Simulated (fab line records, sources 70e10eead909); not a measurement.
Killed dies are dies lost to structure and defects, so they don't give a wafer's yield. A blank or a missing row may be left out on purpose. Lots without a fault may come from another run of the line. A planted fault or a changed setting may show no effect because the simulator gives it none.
A struck lot beside a sound one | flow nand_harc | 43 steps out of a route of 1302
Sound: wafers L358.2, L358.4, L358.6. Struck: wafers L359.1, L359.4, L359.5. The cause comes at the end.
At each step with rows: each side's tool, then ch and its chambers, then its first start. Under that, the readings that differ: sound wafers | struck wafers | difference of the means | sigmas: that difference in standard deviations of wafers without a fault.
alike: readings whose means differ by less than 2 such deviations, and words and numbers that are the same on both sides. not compared: withheld readings, readings that some wafer has no value for, bounds like >300 that may hide the same value, and numbers for which the record gives no deviation and whose values overlap.
The two part at a step that has a row with sigmas, a row that says differs or no value, or rows on one side only. Numbers that don't overlap but have no deviation are shown without sigmas and don't part them. A reading that every wafer of one side lacks parts them only if that side has two wafers or more.

NHARC_P_ZERO_WELL_CD_MEAS_11: target cd 500 nm.
  sound on cd_sem-01 ch 0, day 3 23:08; struck on cd_sem-02 ch 0, day 4 09:07
  alike: cd_nm
then, 1 step without rows for these wafers: NHARC_P_ZERO_WELL_HARDBAKE_12 (time 65 s).
NHARC_P_ZERO_WELL_DESCUM_13: chemistry O2, time 3 s.
  sound on rie_diel-08 ch 0,1, day 3 23:18; struck on rie_diel-10 ch 1,2, day 4 09:18
  alike: chamber_pressure_mTorr, drypump_motor_current_A, oes_product_au, rf_vpp_V, showerhead_plenum_p_Torr, throttle_valve_pct
  not compared: rf_hours_counter_h
NHARC_P_ZERO_WELL_ETCH_65: etches the open film in N2/H2, target depth 80 nm, overetch 24 nm, time 87.88 s.
  sound on rie_diel-08 ch 0,1,2, day 3 23:56; struck on rie_diel-10 ch 1,2, day 4 09:29
  alike: chamber_pressure_mTorr, drypump_motor_current_A, oes_product_au, rf_vpp_V, showerhead_plenum_p_Torr, throttle_valve_pct
  not compared: rf_hours_counter_h
NHARC_P_ZERO_WELL_ETCH_62: etches the open film in CHF3/Ar, target depth 13 nm, time 6.5 s.
  sound on rie_diel-08 ch 0,1,2; struck on rie_diel-10 ch 1,2
  alike: chamber_pressure_mTorr, drypump_motor_current_A, oes_product_au, rf_vpp_V, showerhead_plenum_p_Torr, throttle_valve_pct
  not compared: rf_hours_counter_h
NHARC_P_ZERO_WELL_ETCH_63: etches the open film in HBr/Cl2, target depth 120 nm, time 40.1 s.
  sound on rie_si-05 ch 2,3, day 4 00:06; struck on rie_si-06 ch 0,1,2, day 4 09:41
  alike: chamber_pressure_mTorr, drypump_motor_current_A, oes_product_au, throttle_valve_pct
  not compared: rf_hours_counter_h
then, 6 steps without rows for these wafers: NHARC_P_ZERO_WELL_STRIP_15 (strips in SPM, time 900 s); NHARC_P_ZERO_WELL_DEHYDRATE_16 (time 120 s); NHARC_P_ZERO_WELL_HMDS_17 (time 30 s); NHARC_P_ZERO_WELL_COAT_18; NHARC_P_ZERO_WELL_SOFTBAKE_19 (time 95 s); NHARC_P_ZERO_WELL_EBR_20.
NHARC_P_ZERO_WELL_EXPOSE_21: exposes mask P NWELL, target cd 720 nm.
  sound on krf_scanner-04 ch 0, day 4 00:46; struck on krf_scanner-02, day 4 10:26
  no value came back on the struck wafers for exposure_dose_mJ_cm2, focus_offset_nm (nm); on the sound wafers exposure_dose_mJ_cm2 reads 22.328 22.360 22.332
  alike: mask
then, 2 steps without rows for these wafers: NHARC_P_ZERO_WELL_PEB_22 (peb time 85 s); NHARC_P_ZERO_WELL_DEVELOP_23 (time 70 s).
NHARC_P_ZERO_WELL_CD_MEAS_24: target cd 720 nm.
  sound on cd_sem-01 ch 0, day 4 00:55; struck on cd_sem-02 ch 0, day 4 10:35
  reading    | sound             | struck | difference                    | sigmas
  cd_nm (nm) | 719.3 720.1 721.0 | - - -  | no value on the struck wafers |
then, 1 step without rows for these wafers: NHARC_P_ZERO_WELL_HARDBAKE_25 (time 80 s).
NHARC_P_ZERO_WELL_DESCUM_26: chemistry O2, time 3 s.
  sound on rie_diel-08 ch 1,2,3, day 4 01:04; struck on rie_diel-08 ch 0,3, day 4 10:45
  reading                      | sound           | struck          | difference | sigmas
  model.P_ZERO_WELL.cd_nm (nm) | 718.8 719.9 720 | 499 497.8 500.1 | -221       |
  alike: chamber_pressure_mTorr, drypump_motor_current_A, oes_product_au, rf_vpp_V, showerhead_plenum_p_Torr, throttle_valve_pct
  not compared: rf_hours_counter_h
then, 12 steps without rows for these wafers: NHARC_P_ZERO_WELL_IMPLANT_27; NHARC_P_ZERO_WELL_IMPLANT_57; NHARC_P_ZERO_WELL_IMPLANT_58; NHARC_P_ZERO_WELL_STRIP_28 (strips in SPM, time 840 s); NHARC_P_ZERO_WELL_DEHYDRATE_29 (time 120 s); NHARC_P_ZERO_WELL_HMDS_30 (time 30 s); NHARC_P_ZERO_WELL_COAT_31; NHARC_P_ZERO_WELL_SOFTBAKE_32 (time 95 s); NHARC_P_ZERO_WELL_EBR_33; NHARC_P_ZERO_WELL_EXPOSE_34 (exposes mask P PWELL, target cd 720 nm); NHARC_P_ZERO_WELL_PEB_35 (peb time 85 s); NHARC_P_ZERO_WELL_DEVELOP_36 (time 70 s).
NHARC_P_ZERO_WELL_CD_MEAS_37: target cd 720 nm.
  sound on cd_sem-03 ch 0, day 4 02:32; struck on cd_sem-03 ch 0, day 4 12:06
  alike: cd_nm
then, 1 step without rows for these wafers: NHARC_P_ZERO_WELL_HARDBAKE_38 (time 80 s).
NHARC_P_ZERO_WELL_DESCUM_39: chemistry O2, time 3 s.
  sound on rie_diel-08 ch 0,1,3, day 4 02:46; struck on rie_diel-08 ch 0,1,2, day 4 12:16
  alike: chamber_pressure_mTorr, drypump_motor_current_A, oes_product_au, rf_vpp_V, showerhead_plenum_p_Torr, throttle_valve_pct
  not compared: rf_hours_counter_h
then, 9 steps without rows for these wafers: NHARC_P_ZERO_WELL_IMPLANT_40; NHARC_P_ZERO_WELL_IMPLANT_59; NHARC_P_ZERO_WELL_IMPLANT_60; NHARC_P_ZERO_WELL_STRIP_41 (strips in SPM, time 840 s); NHARC_P_ZERO_WELL_DEHYDRATE_44 (time 120 s); NHARC_P_ZERO_WELL_HMDS_45 (time 30 s); NHARC_P_ZERO_WELL_COAT_46; NHARC_P_ZERO_WELL_SOFTBAKE_47 (time 95 s); NHARC_P_ZERO_WELL_EBR_48.
NHARC_P_ZERO_WELL_INSPECT_43:
  sound on defect_inspect-02, day 4 06:02; struck on defect_inspect-02, day 4 15:44
  reading          | sound   | struck         | difference | sigmas
  raw_defect_count | 9 10 21 | 1053 1107 1084 | +1068      | +99 or more
  not compared: hold

WHERE THEY PART
First at NHARC_P_ZERO_WELL_EXPOSE_21; last, within this record, at NHARC_P_ZERO_WELL_INSPECT_43.

WHY: what the simulator had put in
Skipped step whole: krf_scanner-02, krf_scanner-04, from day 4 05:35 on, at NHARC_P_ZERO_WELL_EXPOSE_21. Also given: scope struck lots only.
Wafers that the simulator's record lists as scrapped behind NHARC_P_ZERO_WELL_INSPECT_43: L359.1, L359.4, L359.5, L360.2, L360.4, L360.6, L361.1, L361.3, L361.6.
